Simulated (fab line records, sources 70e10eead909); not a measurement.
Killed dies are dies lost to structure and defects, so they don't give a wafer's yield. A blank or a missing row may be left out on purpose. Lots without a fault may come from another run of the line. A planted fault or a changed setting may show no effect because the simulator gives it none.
Which tool did it? | flow nand_harc | 13 lots, 39 wafers sampled, at 6 steps of a route of 1302

WHAT THE GAUGES READ, wafer by wafer
NHARC_A_BONDPAD_CD_MEAS_09: target cd 500 nm.
lot  | measured     | on        | cd_nm (nm)
L551 | day 23 22:56 | cd_sem-03 | 503.6 501.7 499.2
L553 | day 24 05:50 | cd_sem-03 | 495.8 496.1 498.8
L554 | day 24 12:51 | cd_sem-02 | 502.9 502.0 502.5
L555 | day 25 10:36 | cd_sem-03 | 499.2 503.0 505.0
L556 | day 26 11:19 | cd_sem-03 | 501.3 501.6 504.7
L558 | day 28 02:35 | cd_sem-03 | 516.3 516.2 512.9
L562 | day 28 11:11 | cd_sem-02 | 513.4 509.5 512.3
L563 | day 28 19:41 | cd_sem-03 | 510.6 514.9 510.5
L565 | day 30 05:41 | cd_sem-01 | 517.1 516.1 510.9
L566 | day 30 16:05 | cd_sem-01 | 500.8 503.4 506.8
L568 | day 31 09:22 | cd_sem-03 | 501.2 505.3 500.2
L570 | day 31 14:38 | cd_sem-02 | 498.1 505.3 497.0
L572 | day 32 16:58 | cd_sem-02 | 502.5 502.1 497.4

NHARC_A_BONDPAD_OVL_MEAS_35.
lot  | measured     | on         | overlay_x_nm (nm) | overlay_y_nm (nm)
L551 | day 23 23:01 | overlay-01 | -9 -8 -8          | 1 1 1
L553 | day 24 05:55 | overlay-02 | -4 -5 -5          | -8 -8 -8
L554 | day 24 12:56 | overlay-02 | 8 8 8             | 8 8 8
L555 | day 25 10:41 | overlay-02 | 16 15 15          | 1 1 1
L556 | day 26 11:23 | overlay-01 | 11 11 11          | -1 0 0
L558 | day 28 02:41 | overlay-02 | 3 3 3             | 4 5 5
L562 | day 28 11:16 | overlay-02 | -2 -2 -2          | 3 2 2
L563 | day 28 19:47 | overlay-02 | 1 1 1             | -7 -7 -7
L565 | day 30 05:47 | overlay-01 | 4 4 4             | 9 10 10
L566 | day 30 16:10 | overlay-02 | 3 3 3             | 4 3 4
L568 | day 31 09:28 | overlay-02 | 8 8 8             | 2 2 3
L570 | day 31 14:43 | overlay-02 | -5 -5 -4          | 1 1 1
L572 | day 32 17:04 | overlay-02 | 6 5 5             | -3 -3 -2

NHARC_END_SORT_01.
lot  | measured     | on        | defect_limited_yield (%) | killed_at_array | killed_at_other | killed_at_periphery | killed_dies | killed_open | killed_short
L558 | day 29 09:44 | prober-01 | 91.7 91.4 92.8           | 50 49 45        | 0 0 0           | 6 9 4               | 56 58 49    | 1 5 3       | 1 1 2

WHICH TOOL RAN EACH LOT (tool, then ch and the chambers of the sampled wafers, then the start)
lot  | NHARC_A_BONDPAD_DEP_00                     | NHARC_A_BONDPAD_CMP_29        | NHARC_A_BONDPAD_EXPOSE_06
L551 | pecvd-02 ch 1,2, day 23 21:41              | cmp-02 ch 1,2,3, day 23 22:06 | krf_scanner-02 ch 0, day 23 22:47
L553 | pecvd-02 ch 0,1, day 24 04:37              | cmp-04 ch 0,1,2, day 24 05:04 | krf_scanner-03 ch 0, day 24 05:40
L554 | pecvd-01 ch 0,1, day 24 11:51              | cmp-02 ch 0,3, day 24 12:10   | krf_scanner-02 ch 0, day 24 12:42
L555 | pecvd-01 ch 0,1, day 25 09:23              | cmp-04 ch 0,3, day 25 09:47   | krf_scanner-04 ch 0, day 25 10:26
L556 | pecvd-03 ch 0,1,2, day 26 10:38 or earlier | cmp-04 ch 0,2,3, day 26 10:38 | krf_scanner-04 ch 0, day 26 11:10
L558 | pecvd-01 ch 0,1, day 28 01:55 or earlier   | cmp-02 ch 0,1,3, day 28 01:55 | krf_scanner-02 ch 0, day 28 02:26
L562 | pecvd-03 ch 0,1, day 28 10:03              | cmp-03 ch 1,2,3, day 28 10:22 | krf_scanner-02 ch 0, day 28 11:02
L563 | pecvd-03 ch 0,1,2, day 28 18:59 or earlier | cmp-02 ch 2,3, day 28 18:59   | krf_scanner-02 ch 0, day 28 19:32
L565 | pecvd-01 ch 0,2, day 30 04:31              | cmp-02 ch 0,1,2, day 30 04:52 | krf_scanner-02 ch 0, day 30 05:32
L566 | pecvd-01 ch 0,1, day 30 15:02              | cmp-04 ch 1,3, day 30 15:24   | krf_scanner-04 ch 0, day 30 15:56
L568 | pecvd-02 ch 0,1, day 31 08:12              | cmp-02 ch 0,2,3, day 31 08:35 | krf_scanner-03 ch 0, day 31 09:13
L570 | pecvd-02 ch 0,2, day 31 13:24              | cmp-03 ch 2,3, day 31 13:49   | krf_scanner-04 ch 0, day 31 14:29
L572 | pecvd-01 ch 0,2, day 32 15:46              | cmp-02 ch 2,3, day 32 16:10   | krf_scanner-04 ch 0, day 32 16:49
- NHARC_A_BONDPAD_DEP_00: deposits SiCN, target thk 250 nm.
- NHARC_A_BONDPAD_CMP_29: polishes SiCN, target thk 200 nm.
- NHARC_A_BONDPAD_EXPOSE_06: exposes mask A BPAD.

WHAT THE TOOLS THEMSELVES READ (means of the sampled wafers that have a number; where no wafer has one, the mark that the record gives instead)
NHARC_A_BONDPAD_DEP_00.
lot  | tool     | heater_power_w (W)
L551 | pecvd-02 | 651
L553 | pecvd-02 | 611
L554 | pecvd-01 | 627
L555 | pecvd-01 | 575
L556 | pecvd-03 | 556
L558 | pecvd-01 | 614
L562 | pecvd-03 | 599
L563 | pecvd-03 | 537
L565 | pecvd-01 | 685
L566 | pecvd-01 | 627
L568 | pecvd-02 | 561
L570 | pecvd-02 | 663
L572 | pecvd-01 | 663

NHARC_A_BONDPAD_CMP_29.
lot  | tool   | motor_current_A (A) | slurry_flow_ml_min
L551 | cmp-02 | 12.1                | 150.2
L553 | cmp-04 | 13.9                | 149.9
L554 | cmp-02 | 11.7                | 150.0
L555 | cmp-04 | 14.8                | 149.8
L556 | cmp-04 | 13.8                | 150.1
L558 | cmp-02 | 12.2                | 149.8
L562 | cmp-03 | 11.6                | 150.2
L563 | cmp-02 | 12.8                | 150.4
L565 | cmp-02 | 11.4                | 149.8
L566 | cmp-04 | 13.8                | 150.3
L568 | cmp-02 | 11.6                | 150.2
L570 | cmp-03 | 11.8                | 149.9
L572 | cmp-02 | 11.9                | 150.0

NHARC_A_BONDPAD_EXPOSE_06.
lot  | tool           | exposure_dose_mJ_cm2 | focus_offset_nm (nm)
L551 | krf_scanner-02 | 36.92                | 0.0
L553 | krf_scanner-03 | 36.95                | -0.1
L554 | krf_scanner-02 | 36.94                | -0.7
L555 | krf_scanner-04 | 36.97                | 0.4
L556 | krf_scanner-04 | 36.94                | 0.5
L558 | krf_scanner-02 | 54.04                | -0.2
L562 | krf_scanner-02 | 50.61                | 0.4
L563 | krf_scanner-02 | 50.40                | -0.1
L565 | krf_scanner-02 | 50.44                | 0.2
L566 | krf_scanner-04 | 36.98                | 0.0
L568 | krf_scanner-03 | 36.95                | -0.1
L570 | krf_scanner-04 | 36.96                | 0.3
L572 | krf_scanner-04 | 36.93                | -0.1

THE ANSWER, worked out from the rows above alone
Rule: what is usual is taken from the lots themselves. Put in order of their means at a reading, lots are off if they are a third of the lots or fewer, leave a main group of 4 or more, and stand apart from it by a gap of 3 or more times the standard deviation of the main group's means; of several such gaps the widest counts. A main group whose means are all the same, to the digits that the tables above print for the reading, isn't used. A lot without any number at a reading at which 4 lots or more have one is off too. The other lots that the step has rows for count as sound. The gauges are gone through in route order, then the tools' own readings, and for those a lot's mean is taken as printed above. The first step at which some lot is off is used, and at that step the reading that is off furthest; a lot without a number counts as furthest.
Off: L558, L562, L563, L565, at NHARC_A_BONDPAD_CD_MEAS_09 (cd_nm). The main group: mean 501.4 nm, standard deviation 1.9.
A tool fits if, at a process step before that reading, it ran every lot that is off, and no sound lot after the first of them. The gauges at NHARC_A_BONDPAD_CD_MEAS_09 aren't tried: what is off there is off at NHARC_A_BONDPAD_EXPOSE_06 too, on other tools, and a gauge's error can't cause that. NHARC_A_BONDPAD_DEP_00 gives no start for some lots, so the hours and the order of its lots are those of NHARC_A_BONDPAD_CMP_29. One fits: krf_scanner-02 at NHARC_A_BONDPAD_EXPOSE_06. Its last sound lot is L554 (day 24 12:42), its first lot that is off L558 (day 28 02:26): a fault that began between those two fits.
The tool's own readings at NHARC_A_BONDPAD_EXPOSE_06 bear it out: on the lots that are off they differ by more than 5 times the standard deviation of the sound lots' means. exposure_dose_mJ_cm2 reads 51.37 there against 36.95 on the sound lots.

WHAT THE SIMULATOR HAD PUT IN
Process parameter drift: krf_scanner-02, from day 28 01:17 on, at NHARC_A_BONDPAD_EXPOSE_06. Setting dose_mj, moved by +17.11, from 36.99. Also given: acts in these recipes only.
Lots struck among those shown: L558, L562, L563, L565. The rule above found the same.
